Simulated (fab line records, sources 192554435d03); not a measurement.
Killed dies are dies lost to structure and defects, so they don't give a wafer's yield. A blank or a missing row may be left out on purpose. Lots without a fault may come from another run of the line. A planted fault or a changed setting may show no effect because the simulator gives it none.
A struck lot beside a sound one | flow n5_finfet | 15 steps out of a route of 1938
Sound: wafers L257.2, L257.4, L257.6. Struck: wafer L268.2. (L268.1, L268.4 of the same lot were not struck and are left out.) The cause comes at the end.
At each step with rows: each side's tool, then ch and its chambers, then its first start. Under that, the readings that differ: sound wafers | struck wafers | difference of the means | sigmas: that difference in standard deviations of wafers without a fault.
alike: readings whose means differ by less than 2 such deviations, and words and numbers that are the same on both sides. not compared: withheld readings, readings that some wafer has no value for, bounds like >300 that may hide the same value, and numbers for which the record gives no deviation and whose values overlap.
The two part at a step that has a row with sigmas, a row that says differs or no value, or rows on one side only. Numbers that don't overlap but have no deviation are shown without sigmas and don't part them. A reading that every wafer of one side lacks parts them only if that side has two wafers or more.

first, 7 steps without rows for these wafers: N5_PASSIVATION_COAT_04; N5_PASSIVATION_EBR_06; N5_PASSIVATION_SOFTBAKE_05 (time 90 s); N5_PASSIVATION_EXPOSE_07 (exposes mask TV, defocus 0 nm, target cd 3000 nm); N5_PASSIVATION_PEB_08; N5_PASSIVATION_DEVELOP_09 (develop time 60 s); N5_PASSIVATION_HARDBAKE_11 (time 120 s).
N5_PASSIVATION_CD_MEAS_10: target cd 3000 nm.
  sound on cd_sem-02 ch 0, day 13 15:03; struck on cd_sem-03 ch 0, day 16 10:05
  alike: cd_nm
N5_PASSIVATION_OVL_MEAS_60:
  sound on overlay-01 ch 0, day 13 15:05; struck on overlay-01 ch 0, day 16 10:07
  alike: TV_OVL
N5_PASSIVATION_INSPECT_61: inspects for defects (macro).
  sound on defect_inspect-01, day 13 15:07; struck on defect_inspect-02, day 16 10:08
  reading          | sound | struck | difference | sigmas
  raw_defect_count | 2 3 4 | 0      | -3         | -2
N5_PASSIVATION_DESCUM_12: chemistry O2, time 7.9 s.
  sound on rie_diel-02 ch 0,1,3, day 13 15:08; struck on rie_diel-02 ch 1, day 16 10:29
  alike: bias_power_w, drypump_motor_current_A, oes_product_au, rf_vpp_V, showerhead_plenum_p_Torr, throttle_valve_pct
  not compared: rf_hours_counter_h
N5_PASSIVATION_PASS_ETCH_74: etches SiNx in CF4/O2, target depth 220 nm, time 110 s.
  sound on rie_diel-02 ch 0,1,3, day 13 15:12; struck on rie_diel-02 ch 1, day 16 10:33
  alike: bias_w, drypump_motor_current_A, oes_product_au, rf_vpp_V, showerhead_plenum_p_Torr, throttle_valve_pct
  not compared: rf_hours_counter_h
N5_PASSIVATION_VIA_ETCH_13: etches SiO2 in CHF3/O2, target depth 660 nm, time 330 s.
  sound on rie_diel-02 ch 0,1,3, day 13 15:18; struck on rie_diel-02 ch 1, day 16 10:38
  reading               | sound       | struck | difference | sigmas
  etch_rf_on_time_s (s) | 237 248 235 | 303    | +63        | +12
  alike: bias_w, drypump_motor_current_A, oes_product_au, rf_vpp_V, showerhead_plenum_p_Torr, throttle_valve_pct
  not compared: rf_hours_counter_h
N5_PASSIVATION_STRIP_14: strips in O2.
  sound on rie_diel-02 ch 0,1,3, day 13 15:29; struck on rie_diel-02 ch 1, day 16 10:50
  alike: drypump_motor_current_A, oes_product_au, rf_vpp_V, showerhead_plenum_p_Torr, throttle_valve_pct
  not compared: rf_hours_counter_h
then, 1 step without rows for these wafers: N5_PASSIVATION_PROBE_49.

WHERE THEY PART
First at N5_PASSIVATION_INSPECT_61; last, within this record, at N5_PASSIVATION_VIA_ETCH_13. Later steps at which nothing parts them and some readings are alike: N5_PASSIVATION_STRIP_14.

WHY: what the simulator had put in
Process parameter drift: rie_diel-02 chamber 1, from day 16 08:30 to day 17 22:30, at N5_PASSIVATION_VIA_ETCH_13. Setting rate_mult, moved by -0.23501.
